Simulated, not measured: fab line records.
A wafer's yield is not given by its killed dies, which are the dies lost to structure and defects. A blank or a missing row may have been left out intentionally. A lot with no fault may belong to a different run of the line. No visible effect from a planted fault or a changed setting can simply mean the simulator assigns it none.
fab line records	flow nand-harc
record lots=24	wafers=72	last-day=33
route steps=1302 shown A_CONTACT@1016
lots that met no fault: from a run of the same line without faults
start-h: the number of hours between the record's first day and the start of the first shown wafer of the lot	wait-h: how many hours have passed since the lot's step before this one	" the same as in the row above	L1.1+2: several wafers, shown together as one row	- no value, or no start given	* or withheld: withheld	< > ~ a bound
route shown NAME@n: NAME is a module with steps in the file, n the number in the route of the first one	usual: mean and standard deviation over wafers with no fault	same: alike in all rows	chamber/n: place in a boat	sites: per-site readings	_std_site: their standard deviation	_edge_site: the outer-site mean with the inner-site mean subtracted	radius-mm: how far each site lies from the wafer's centre	mask NAME#n: copy n	behind: tool/chamber where the wafer was last shaped	hold: the reason the lot was held/the length of the hold in hours/how it ended	device: names the non-switching transistor (n, p or np)	end of line: the route-end tests of the same wafers	a step without rows: its recipe alone	killed: the dies lost at the first sort to structure and to defects; this is not the yield of the wafer	map: a wafer's dies, marking killed ones x, the rest . and places with no die _
set.NAME: the run value of the setting; set.NAME@STEP: its run value at that earlier step	model.NAME: the simulator's own value behind a step, which no gauge read
route steps across a sampled set of lots; one table per step, one row per wafer
services: from which hour (start-h, from the record's first day; less than 0 if before it) a tool's chamber was out of use, for how many hours, and why
## steps
# step NHARC_A_CONTACT_ETCH_122
# recipe source-w=withheld	pressure-mtorr=20	bias-v=3000	time-s=190	target-depth-a=18500	ar-flow-sccm=withheld	c4f8-flow-sccm=withheld	o2-flow-sccm=withheld	chemistry=C4F8/O2/Ar
lot.wafer	tool	chamber	start-h	wait-h	rf-hours-counter-h
L076.1	har-cap-etch-03	0	509.88	0.1	40
L076.4	"	0	"	"	-
L076.3	"	1	"	"	-
L075.4	har-cap-etch-02	0	509.89	0.1	-
L075.6	"	1	"	"	-
L075.5	"	0	"	"	-
L077.3	har-cap-etch-02	1	514.57	0.1	-
L077.5	"	1	"	"	-
L077.6	"	0	"	"	-
L074.1	har-cap-etch-01	0	520.11	0.2	2
L074.5	"	1	"	"	-
L074.6	"	0	"	"	-
L078.1	har-cap-etch-01	1	528.48	0.2	4
L078.4	"	0	"	"	-
L078.5	"	1	"	"	-
L079.3	har-cap-etch-02	0	537.54	0.1	-
L079.4	"	1	"	"	-
L079.6	"	1	"	"	-
L080.1	har-cap-etch-01	0	538.40	0.1	8
L080.5	"	1	"	"	-
L080.6	"	0	"	"	-
L081.2	har-cap-etch-01	0	557.95	0.1	12
L081.1	"	1	"	"	12
L081.5	"	0	"	"	-
L082.1	har-cap-etch-03	0	567.79	0.1	53
L082.3	"	1	"	"	-
L082.6	"	1	"	"	-
L083.1	har-cap-etch-02	1	580.55	0.1	102
L083.4	"	0	"	"	-
L083.3	"	1	"	"	-
L084.2	har-cap-etch-02	1	592.22	0.1	104
L084.1	"	0	"	"	104
L084.3	"	0	"	"	-
L086.2	har-cap-etch-01	1	592.46	0.1	17
L086.6	"	1	"	"	-
L086.5	"	0	"	"	-
L085.3	har-cap-etch-02	1	600.44	0.1	-
L085.6	"	1	"	"	-
L085.5	"	0	"	"	-
L087.3	har-cap-etch-01	1	613.11	0.1	-
L087.4	"	0	"	"	-
L087.5	"	0	"	"	-
L089.2	har-cap-etch-02	0	635.87	0.1	111
L089.1	"	1	"	"	111
L089.4	"	1	"	"	-
L088.2	har-cap-etch-03	1	636.91	0.1	65
L088.5	"	0	"	"	-
L088.6	"	1	"	"	-
L091.2	har-cap-etch-03	0	650.49	0.1	67
L091.3	"	1	"	"	-
L091.4	"	0	"	"	-
L090.2	har-cap-etch-01	1	651.32	0.1	28
L090.1	"	0	"	"	28
L090.4	"	1	"	"	-
L092.1	har-cap-etch-03	1	669.77	0.2	70
L092.3	"	1	"	"	-
L092.6	"	1	"	"	-
L093.4	har-cap-etch-01	1	672.07	0.1	-
L093.5	"	1	"	"	-
L093.6	"	0	"	"	-
L094.1	har-cap-etch-03	1	698.87	0.1	75
L094.2	"	0	"	"	75
L094.4	"	0	"	"	-
L095.1	har-cap-etch-01	1	700.91	0.1	36
L095.4	"	1	"	"	-
L095.3	"	0	"	"	-
L096.1	har-cap-etch-02	1	705.67	0.2	123
L096.3	"	1	"	"	-
L096.5	"	1	"	"	-
L097.3	har-cap-etch-03	0	723.08	0.1	-
L097.4	"	1	"	"	-
L097.5	"	1	"	"	-
# step NHARC_A_CONTACT_STRIP_55
# recipe o2-flow-sccm=500	ar-flow-sccm=0	bias-w=0	chemistry=O2
# usual drypump-motor-current-A=5.8/0.31	oes-product-au=1.003/0.011	rf-vpp-V=57.6/0.86	showerhead-plenum-p-Torr=3.42/0.084	throttle-valve-pct=17.036/0.0085
lot.wafer	tool	chamber	start-h	wait-h	drypump-motor-current-A	oes-product-au	rf-hours-counter-h	rf-vpp-V	showerhead-plenum-p-Torr	throttle-valve-pct
L076.1	rie-diel-08	0	-	-	5.2	1.007	41	57.1	3.51	17.035
L076.3	"	2	"	"	5.4	1.016	43	57.1	3.48	17.034
L076.4	"	0	"	"	5.2	0.995	-	57.4	3.51	17.033
L075.4	rie-diel-11	3	-	-	6.2	0.992	15	59.4	3.44	17.035
L075.6	"	3	"	"	6.2	1.000	-	58.4	3.44	17.035
L075.5	"	0	"	"	5.9	0.994	-	56.6	3.30	17.039
L077.3	rie-diel-11	2	-	-	5.7	1.006	13	58.4	3.40	17.025
L077.6	"	3	"	"	6.2	1.012	-	57.3	3.44	17.043
L077.5	"	0	"	"	5.9	0.996	-	57.7	3.30	17.037
L074.1	rie-diel-11	1	-	-	5.9	0.994	16	58.8	3.49	17.031
L074.6	"	1	"	"	5.9	0.988	-	55.7	3.49	17.059
L074.5	"	2	"	"	5.7	1.002	-	57.6	3.40	17.052
L078.1	rie-diel-08	3	-	-	5.5	0.989	61	58.4	3.31	17.047
L078.5	"	3	"	"	5.5	0.983	-	57.3	3.31	17.031
L078.4	"	2	"	"	5.4	1.015	-	57.3	3.48	17.010
L079.3	rie-diel-11	2	-	-	5.7	0.989	19	58.3	3.39	17.042
L079.6	"	2	"	"	5.7	0.995	-	56.8	3.39	17.020
L079.4	"	0	"	"	5.9	0.988	-	58.5	3.30	17.040
L080.1	rie-diel-08	3	-	-	5.5	0.992	63	58.0	3.30	17.042
L080.5	"	2	"	"	5.4	1.007	-	57.4	3.47	17.033
L080.6	"	0	"	"	5.2	1.008	-	58.7	3.50	17.011
L081.1	rie-diel-11	0	-	-	5.9	0.995	27	58.0	3.30	17.022
L081.2	"	2	"	"	5.7	1.000	26	57.7	3.39	17.030
L081.5	"	1	"	"	5.9	0.995	-	57.8	3.48	17.024
L082.1	rie-diel-11	0	-	-	5.9	0.992	28	56.8	3.30	17.034
L082.3	"	2	"	"	5.7	1.008	27	57.5	3.39	17.027
L082.6	"	0	"	"	5.9	0.996	-	57.9	3.30	17.038
L083.4	rie-diel-06	2	-	-	6.7	0.988	33	57.3	3.42	17.038
L083.1	"	3	"	"	5.9	1.008	25	59.1	3.46	17.040
L083.3	"	0	"	"	5.5	0.993	26	56.9	3.69	17.036
L084.3	rie-diel-11	3	-	-	6.2	1.012	30	58.0	3.43	17.042
L084.1	"	0	"	"	5.9	0.996	32	56.1	3.30	17.032
L084.2	"	1	"	"	5.9	0.994	30	57.4	3.48	17.043
L086.2	rie-diel-08	2	-	-	5.4	1.001	10	58.5	3.47	17.049
L086.6	"	1	"	"	5.7	1.017	-	57.6	3.56	17.037
L086.5	"	2	"	"	5.4	1.001	-	58.8	3.47	17.037
L085.3	rie-diel-11	1	-	-	5.9	0.995	32	58.7	3.48	17.032
L085.6	"	2	"	"	5.7	0.997	-	56.1	3.39	17.039
L085.5	"	3	"	"	6.2	1.024	-	58.3	3.43	17.040
L087.4	rie-diel-06	3	-	-	5.9	1.003	36	58.4	3.46	17.035
L087.3	"	0	"	"	5.5	0.986	35	57.7	3.68	17.024
L087.5	"	0	"	"	5.5	0.992	-	58.8	3.68	17.036
L089.2	rie-diel-11	2	-	-	5.7	1.006	2	57.5	3.38	17.039
L089.1	"	3	"	"	6.2	1.012	2	58.6	3.43	17.039
L089.4	"	0	"	"	5.9	0.998	1	57.2	3.29	17.033
L088.2	rie-diel-11	3	-	-	6.2	1.023	2	58.3	3.43	17.040
L088.5	"	1	"	"	5.9	1.000	-	57.7	3.48	17.041
L088.6	"	2	"	"	5.7	1.020	-	56.8	3.38	17.028
L091.2	rie-diel-11	3	-	-	6.2	1.011	4	58.0	3.42	17.027
L091.3	"	0	"	"	5.9	1.015	3	56.8	3.29	17.028
L091.4	"	2	"	"	5.7	1.018	6	56.4	3.38	17.044
L090.2	rie-diel-11	2	-	-	5.7	1.012	6	58.2	3.38	17.033
L090.4	"	3	"	"	6.2	1.008	5	56.8	3.42	17.039
L090.1	"	0	"	"	5.9	1.004	3	57.3	3.29	17.038
L092.3	rie-diel-11	0	-	-	5.9	1.013	7	56.1	3.29	17.029
L092.1	"	2	"	"	5.7	1.024	8	58.2	3.38	17.046
L092.6	"	0	"	"	5.9	1.018	-	56.8	3.29	17.028
L093.5	rie-diel-08	0	-	-	5.2	1.020	-	58.3	3.48	17.037
L093.4	"	1	"	"	5.8	1.009	-	57.6	3.54	17.038
L093.6	"	2	"	"	5.4	0.994	-	57.2	3.45	17.039
L094.1	rie-diel-11	1	-	-	5.9	1.001	12	57.5	3.47	17.027
L094.2	"	3	"	"	6.2	0.999	13	57.6	3.42	17.040
L094.4	"	0	"	"	5.9	1.004	11	56.3	3.29	17.039
L095.1	rie-diel-08	3	-	-	5.5	0.985	48	57.8	3.28	17.043
L095.4	"	0	"	"	5.2	1.013	50	58.0	3.47	17.036
L095.3	"	2	"	"	5.4	0.999	50	57.3	3.45	17.043
L096.3	rie-diel-11	0	-	-	5.9	1.004	13	58.5	3.29	17.054
L096.1	"	1	"	"	5.9	0.992	15	56.5	3.47	17.038
L096.5	"	3	"	"	6.2	1.002	-	58.3	3.42	17.049
L097.4	rie-diel-08	0	-	-	5.2	1.014	58	56.0	3.47	17.033
L097.3	"	3	"	"	5.6	0.984	54	55.9	3.27	17.051
L097.5	"	0	"	"	5.2	1.015	-	57.2	3.47	17.036
# step NHARC_A_CONTACT_DEP_57
# recipe target-thk-a=53000	temp-c=400	material=aC
# usual throttle-valve-pct=35.001/0.0093
lot.wafer	tool	chamber	start-h	wait-h	throttle-valve-pct
L076.1	acl-dep-03	0	512.52	-	35.013
L076.3	"	0	513.59	-	34.996
L076.4	"	0	"	"	35.004
L075.4	acl-dep-01	0	516.30	-	35.004
L075.5	"	0	"	"	35.014
L075.6	"	0	"	"	35.010
L077.3	acl-dep-01	0	519.00	-	35.009
L077.5	"	0	520.07	-	34.991
L077.6	"	0	"	"	35.004
L074.1	acl-dep-01	0	525.56	-	34.978
L074.5	"	0	527.70	-	35.000
L074.6	"	0	"	"	35.004
L078.1	acl-dep-03	0	535.89	-	35.008
L078.4	"	0	537.52	-	35.002
L078.5	"	0	"	"	35.000
L080.1	acl-dep-03	0	541.88	-	34.990
L080.5	"	0	544.01	-	34.985
L080.6	"	0	"	"	34.998
L079.3	acl-dep-01	0	542.60	-	35.007
L079.4	"	0	"	"	34.999
L079.6	"	0	544.19	-	34.994
L081.1	acl-dep-03	0	560.87	-	35.006
L081.2	"	0	"	"	35.000
L081.5	"	0	563.04	-	34.992
L082.1	acl-dep-01	0	570.21	-	34.989
L082.3	"	0	571.29	-	34.984
L082.6	"	0	572.90	-	34.994
L083.1	acl-dep-01	0	582.86	-	34.993
L083.3	"	0	583.94	-	35.010
L083.4	"	0	"	"	34.988
L084.1	acl-dep-02	0	594.86	-	35.008
L084.2	"	0	"	"	34.988
L084.3	"	0	"	"	34.988
L086.2	acl-dep-03	0	596.29	-	35.001
L086.5	"	0	597.90	-	35.008
L086.6	"	0	"	"	35.001
L085.3	acl-dep-02	0	604.49	-	35.010
L085.5	"	0	605.57	-	35.017
L085.6	"	0	"	"	34.994
L087.3	acl-dep-01	0	617.46	-	35.007
L087.4	"	0	"	"	35.001
L087.5	"	0	"	"	35.004
L089.1	acl-dep-03	0	638.19	-	35.000
L089.2	"	0	"	"	35.005
L089.4	"	0	639.79	-	34.982
L088.2	acl-dep-02	0	639.79	-	34.982
L088.5	"	0	641.40	-	34.993
L088.6	"	0	"	"	34.995
L091.2	acl-dep-03	0	655.91	-	35.003
L091.3	"	0	"	"	35.004
L091.4	"	0	"	"	35.004
L090.1	acl-dep-01	0	656.27	-	35.007
L090.2	"	0	"	"	34.989
L090.4	"	0	657.87	-	35.014
L092.1	acl-dep-01	0	673.24	-	35.007
L092.3	"	0	674.32	-	35.015
L092.6	"	0	675.94	-	35.003
L093.4	acl-dep-02	0	682.26	-	34.988
L093.5	"	0	"	"	34.992
L093.6	"	0	"	"	34.999
L094.1	acl-dep-02	0	701.20	-	35.004
L094.2	"	0	"	"	34.997
L094.4	"	0	702.80	-	34.994
L095.1	acl-dep-03	0	703.64	-	35.005
L095.3	"	0	704.70	-	34.991
L095.4	"	0	"	"	34.993
L096.1	acl-dep-02	0	708.26	-	34.995
L096.3	"	0	709.34	-	35.000
L096.5	"	0	710.42	-	35.012
L097.3	acl-dep-03	0	726.97	-	35.008
L097.4	"	0	"	"	35.005
L097.5	"	0	"	"	34.990
# step NHARC_A_CONTACT_ETCH_76
# recipe target-depth-a=2600	over-etch-frac=0.3	time-s=475.3	ion-energy-ev=200	n2-flow-sccm=150	h2-flow-sccm=150	ar-flow-sccm=0	rf-w=400	bias-w=150	chemistry=N2/H2
# usual drypump-motor-current-A=5.9/0.31	oes-product-au=1.002/0.01	rf-vpp-V=428.8/2	showerhead-plenum-p-Torr=1.98/0.064	throttle-valve-pct=14.171/0.0089
# same over-etch-frac=0.3
lot.wafer	tool	chamber	start-h	wait-h	drypump-motor-current-A	oes-product-au	rf-hours-counter-h	rf-vpp-V	showerhead-plenum-p-Torr	throttle-valve-pct
L076.4	rie-diel-11	2	-	-	5.7	0.985	13	427.6	1.96	14.152
L076.1	"	3	"	"	6.2	1.007	15	427.7	1.98	14.185
L076.3	"	0	"	"	5.9	0.997	15	427.5	1.90	14.178
L075.4	rie-diel-11	1	-	-	5.8	0.993	15	429.9	2.01	14.176
L075.5	"	0	"	"	5.9	1.002	-	426.0	1.90	14.167
L075.6	"	1	"	"	5.9	0.999	-	429.6	2.01	14.177
L077.3	rie-diel-06	1	-	-	5.7	1.014	9	429.5	2.00	14.186
L077.5	"	3	"	"	5.9	0.985	-	428.7	2.00	14.179
L077.6	"	0	"	"	5.5	0.993	-	432.6	2.15	14.172
L074.1	rie-diel-11	2	-	-	5.7	1.000	16	427.3	1.96	14.166
L074.5	"	2	"	"	5.7	0.991	-	427.5	1.96	14.172
L074.6	"	3	"	"	6.2	1.008	-	429.9	1.98	14.173
L078.1	rie-diel-11	1	-	-	5.9	0.992	20	427.8	2.01	14.171
L078.4	"	0	"	"	5.9	0.997	-	426.5	1.89	14.183
L078.5	"	1	"	"	5.9	1.003	-	431.5	2.01	14.178
L079.3	rie-diel-11	3	-	-	6.2	1.012	22	428.2	1.98	14.169
L079.4	"	2	"	"	5.7	0.994	21	426.9	1.95	14.180
L079.6	"	3	"	"	6.2	1.012	-	428.9	1.98	14.165
L080.1	rie-diel-11	1	-	-	5.9	1.004	22	431.1	2.01	14.162
L080.6	"	2	"	"	5.7	1.010	-	428.6	1.95	14.163
L080.5	"	3	"	"	6.2	1.010	-	429.1	1.98	14.172
L081.2	rie-diel-11	3	-	-	6.2	1.011	25	430.7	1.98	14.174
L081.1	"	2	"	"	5.7	1.000	26	427.1	1.95	14.175
L081.5	"	3	"	"	6.2	1.009	-	430.6	1.98	14.169
L082.3	rie-diel-06	2	-	-	6.6	0.994	30	428.5	1.97	14.159
L082.1	"	1	"	"	5.7	1.011	28	429.3	2.00	14.172
L082.6	"	1	"	"	5.7	1.006	-	428.7	2.00	14.165
L083.3	rie-diel-11	2	-	-	5.7	1.019	29	427.4	1.95	14.168
L083.4	"	3	"	"	6.2	1.022	29	429.6	1.98	14.171
L083.1	"	1	"	"	5.9	0.999	28	429.9	2.01	14.155
L084.2	rie-diel-11	2	-	-	5.7	0.994	32	429.9	1.95	14.171
L084.1	"	3	"	"	6.2	1.014	31	428.0	1.98	14.166
L084.3	"	0	"	"	5.9	1.001	32	425.8	1.89	14.177
L086.2	rie-diel-08	0	-	-	5.2	1.010	11	429.8	2.02	14.181
L086.6	"	3	"	"	5.5	0.995	-	427.3	1.89	14.162
L086.5	"	0	"	"	5.2	1.015	-	430.4	2.02	14.188
L085.3	rie-diel-06	0	-	-	5.5	0.990	32	433.6	2.14	14.169
L085.6	"	0	"	"	5.5	0.988	-	432.8	2.14	14.176
L085.5	"	1	"	"	5.7	1.007	-	430.0	1.99	14.170
L087.3	rie-diel-08	3	-	-	5.5	1.001	19	426.3	1.89	14.175
L087.4	"	0	"	"	5.2	1.029	22	429.2	2.01	14.164
L087.5	"	2	"	"	5.4	1.002	-	431.0	2.00	14.176
L089.2	rie-diel-11	2	642.59	0.1	5.7	1.013	2	427.4	1.95	14.163
L089.1	"	1	"	"	5.9	1.005	2	429.2	2.01	14.159
L089.4	"	1	"	"	5.9	0.998	-	429.8	2.01	14.173
L088.2	rie-diel-06	0	-	-	5.5	0.992	44	433.6	2.14	14.166
L088.5	"	0	"	"	5.5	0.976	-	433.9	2.14	14.168
L088.6	"	1	"	"	5.7	1.007	-	429.6	1.99	14.167
L091.2	rie-diel-11	3	-	-	6.2	1.013	5	429.1	1.97	14.157
L091.3	"	0	"	"	5.9	1.003	4	425.0	1.89	14.172
L091.4	"	3	"	"	6.2	1.008	-	427.2	1.97	14.169
L090.2	rie-diel-06	0	-	-	5.5	0.987	52	431.7	2.13	14.179
L090.4	"	1	"	"	5.7	1.005	51	429.5	1.99	14.184
L090.1	"	2	"	"	6.6	0.991	64	428.7	1.96	14.180
L092.3	rie-diel-11	2	-	-	5.7	1.018	8	428.1	1.95	14.170
L092.1	"	3	"	"	6.2	0.999	9	428.4	1.97	14.161
L092.6	"	2	"	"	5.7	1.014	-	427.9	1.95	14.172
L093.4	rie-diel-08	0	-	-	5.2	1.013	43	429.2	2.01	14.174
L093.5	"	0	"	"	5.2	1.033	-	429.4	2.01	14.162
L093.6	"	1	"	"	5.7	1.005	-	431.4	2.05	14.180
L094.2	rie-diel-11	0	-	-	5.9	1.007	12	426.5	1.89	14.178
L094.1	"	1	"	"	5.9	0.997	14	428.6	2.00	14.181
L094.4	"	1	"	"	5.8	0.987	-	428.4	2.00	14.174
L095.4	rie-diel-06	1	-	-	5.7	1.009	9	428.0	1.99	14.170
L095.3	"	2	"	"	6.6	0.998	11	428.5	1.96	14.170
L095.1	"	3	"	"	5.9	0.988	11	429.9	1.98	14.186
L096.1	rie-diel-06	1	-	-	5.7	1.012	11	426.9	1.98	14.168
L096.3	"	0	"	"	5.5	1.004	13	432.8	2.13	14.180
L096.5	"	1	"	"	5.7	1.009	-	427.9	1.99	14.171
L097.4	rie-diel-11	0	-	-	5.9	1.010	16	426.6	1.89	14.169
L097.3	"	2	"	"	5.7	1.021	16	427.9	1.94	14.173
L097.5	"	3	"	"	6.2	1.002	-	428.1	1.97	14.176
# step NHARC_A_CONTACT_ETCH_125
# recipe source-w=withheld	pressure-mtorr=20	bias-v=3000	time-s=197	target-depth-a=19180	ar-flow-sccm=withheld	c4f8-flow-sccm=withheld	o2-flow-sccm=withheld	chemistry=C4F8/O2/Ar
lot.wafer	tool	chamber	start-h	wait-h	rf-hours-counter-h
L076.1	har-cap-etch-03	0	518.34	0.2	40
L076.4	"	1	"	"	-
L076.3	"	0	"	"	-
L075.4	har-cap-etch-02	0	520.66	0.2	-
L075.5	"	0	"	"	-
L075.6	"	1	"	"	-
L077.3	har-cap-etch-03	1	523.86	0.2	-
L077.6	"	1	"	"	-
L077.5	"	0	"	"	-
L074.1	har-cap-etch-01	0	531.44	0.2	5
L074.5	"	0	"	"	-
L074.6	"	1	"	"	-
L078.1	har-cap-etch-02	1	542.16	0.2	94
L078.4	"	0	"	"	-
L078.5	"	0	"	"	-
L079.3	har-cap-etch-01	0	547.34	0.2	-
L079.4	"	1	"	"	-
L079.6	"	0	"	"	-
L080.1	har-cap-etch-03	1	548.33	0.2	48
L080.6	"	0	"	"	-
L080.5	"	1	"	"	-
L081.2	har-cap-etch-02	0	566.79	0.2	99
L081.1	"	1	"	"	99
L081.5	"	0	"	"	-
L082.1	har-cap-etch-03	0	576.32	0.2	53
L082.3	"	0	"	"	-
L082.6	"	0	"	"	-
L083.1	har-cap-etch-03	0	588.80	0.2	55
L083.3	"	1	"	"	-
L083.4	"	0	"	"	-
L084.2	har-cap-etch-01	0	600.77	0.2	18
L084.1	"	1	"	"	18
L084.3	"	1	"	"	-
L086.2	har-cap-etch-03	0	602.04	0.2	58
L086.5	"	0	"	"	-
L086.6	"	1	"	"	-
L085.3	har-cap-etch-01	0	609.38	0.2	-
L085.6	"	0	"	"	-
L085.5	"	1	"	"	-
L087.4	har-cap-etch-03	1	622.36	0.2	-
L087.3	"	0	"	"	-
L087.5	"	1	"	"	-
L088.2	har-cap-etch-01	1	645.29	0.2	25
L088.6	"	0	"	"	-
L088.5	"	1	"	"	-
L089.2	har-cap-etch-02	1	645.44	0.2	112
L089.1	"	0	"	"	112
L089.4	"	0	"	"	-
L091.2	har-cap-etch-01	1	661.45	0.2	29
L091.3	"	1	"	"	-
L091.4	"	0	"	"	-
L090.2	har-cap-etch-02	1	662.15	0.2	115
L090.1	"	0	"	"	115
L090.4	"	1	"	"	-
L092.1	har-cap-etch-02	0	679.13	0.2	118
L092.3	"	0	"	"	-
L092.6	"	1	"	"	-
L093.4	har-cap-etch-01	1	686.62	0.2	-
L093.6	"	1	"	"	-
L093.5	"	0	"	"	-
L094.2	har-cap-etch-03	1	707.47	0.2	76
L094.1	"	0	"	"	76
L094.4	"	1	"	"	-
L095.1	har-cap-etch-01	0	709.49	0.2	37
L095.4	"	0	"	"	-
L095.3	"	1	"	"	-
L096.1	har-cap-etch-02	1	714.17	0.2	124
L096.3	"	0	"	"	-
L096.5	"	0	"	"	-
L097.4	har-cap-etch-03	1	731.73	0.2	-
L097.3	"	0	"	"	-
L097.5	"	1	"	"	-
# step NHARC_A_CONTACT_CD_MEAS_08
# recipe target-cd-nm=200	landing-energy-ev=500
# usual cd-nm=199.8/0.57
lot.wafer	tool	chamber	start-h	wait-h	cd-nm
L076.1	cd-sem-01	0	527.23	-	201.5
L076.3	"	0	"	"	201.0
L076.4	"	0	"	"	199.8
L075.4	cd-sem-01	0	528.39	-	199.4
L075.5	"	0	"	"	200.5
L075.6	"	0	"	"	199.8
L077.3	cd-sem-01	0	530.10	-	199.9
L077.5	"	0	"	"	200.5
L077.6	"	0	"	"	199.6
L074.1	cd-sem-03	0	539.35	-	200.8
L074.5	"	0	"	"	200.8
L074.6	"	0	"	"	200.3
L078.1	cd-sem-01	0	547.96	-	199.6
L078.4	"	0	"	"	199.2
L078.5	"	0	"	"	200.0
L079.3	cd-sem-03	0	555.21	-	199.3
L079.4	"	0	"	"	198.7
L079.6	"	0	"	"	198.9
L080.1	cd-sem-01	0	555.80	-	200.4
L080.5	"	0	"	"	200.3
L080.6	"	0	"	"	199.2
L081.1	cd-sem-01	0	572.63	-	199.6
L081.2	"	0	"	"	200.1
L081.5	"	0	"	"	200.4
L082.1	cd-sem-01	0	582.20	-	200.0
L082.3	"	0	"	"	199.8
L082.6	"	0	"	"	200.6
L083.1	cd-sem-03	0	595.60	-	200.2
L083.3	"	0	"	"	199.7
L083.4	"	0	"	"	200.0
L084.1	cd-sem-03	0	607.05	-	199.4
L084.2	"	0	"	"	200.0
L084.3	"	0	"	"	199.5
L086.2	cd-sem-03	0	608.93	-	199.3
L086.5	"	0	"	"	198.7
L086.6	"	0	"	"	198.9
L085.3	cd-sem-01	0	616.34	-	199.8
L085.5	"	0	"	"	199.5
L085.6	"	0	"	"	199.6
L087.3	cd-sem-02	0	629.31	-	200.0
L087.4	"	0	"	"	200.1
L087.5	"	0	"	"	199.9
L088.2	cd-sem-02	0	651.46	-	199.7
L088.5	"	0	"	"	200.1
L088.6	"	0	"	"	200.2
L089.1	cd-sem-02	0	652.61	-	199.1
L089.2	"	0	"	"	199.4
L089.4	"	0	"	"	200.2
L091.2	cd-sem-02	0	668.39	-	199.2
L091.3	"	0	"	"	199.7
L091.4	"	0	"	"	200.2
L090.1	cd-sem-02	0	668.80	-	199.7
L090.2	"	0	"	"	199.4
L090.4	"	0	"	"	199.1
L092.1	cd-sem-02	0	685.42	-	199.0
L092.3	"	0	"	"	199.8
L092.6	"	0	"	"	198.8
L093.4	cd-sem-01	0	692.72	-	200.1
L093.5	"	0	"	"	199.3
L093.6	"	0	"	"	199.8
L094.1	cd-sem-01	0	713.34	-	200.2
L094.2	"	0	"	"	200.7
L094.4	"	0	"	"	200.6
L095.1	cd-sem-02	0	715.18	-	199.9
L095.3	"	0	"	"	199.4
L095.4	"	0	"	"	200.0
L096.1	cd-sem-03	0	724.54	-	199.6
L096.3	"	0	"	"	199.0
L096.5	"	0	"	"	200.0
L097.3	cd-sem-03	0	738.99	-	199.8
L097.4	"	0	"	"	199.8
L097.5	"	0	"	"	199.2
## services
tool	chamber	start-h	hours	kind
acl-dep-03	-	486.52	13.0	pm
har-cap-etch-01	-	498.15	17.0	pm
rie-diel-08	1	507.94	34.1	repair
rie-diel-08	-	510.07	0.4	repair
acl-dep-02	-	516.73	1.5	repair
rie-diel-11	-	524.67	0.5	repair
rie-diel-11	3	538.83	4.8	repair
rie-diel-08	-	548.92	9.0	pm
rie-diel-06	-	552.38	2.1	repair
acl-dep-01	-	556.23	13.0	pm
rie-diel-06	3	573.18	5.0	repair
rie-diel-08	-	590.30	1.9	repair
rie-diel-08	1	597.98	6.9	repair
rie-diel-11	-	610.09	9.0	pm
acl-dep-02	-	612.01	13.0	pm
rie-diel-11	0	638.44	8.4	repair
rie-diel-11	3	641.77	4.4	repair
rie-diel-11	2	655.86	10.1	repair
rie-diel-06	-	661.74	9.0	pm
acl-dep-03	-	669.34	13.0	pm
rie-diel-11	2	703.06	4.4	repair
rie-diel-11	2	723.19	3.4	repair
rie-diel-08	-	725.92	9.0	pm
rie-diel-06	-	727.38	0.1	repair
## key
fault none
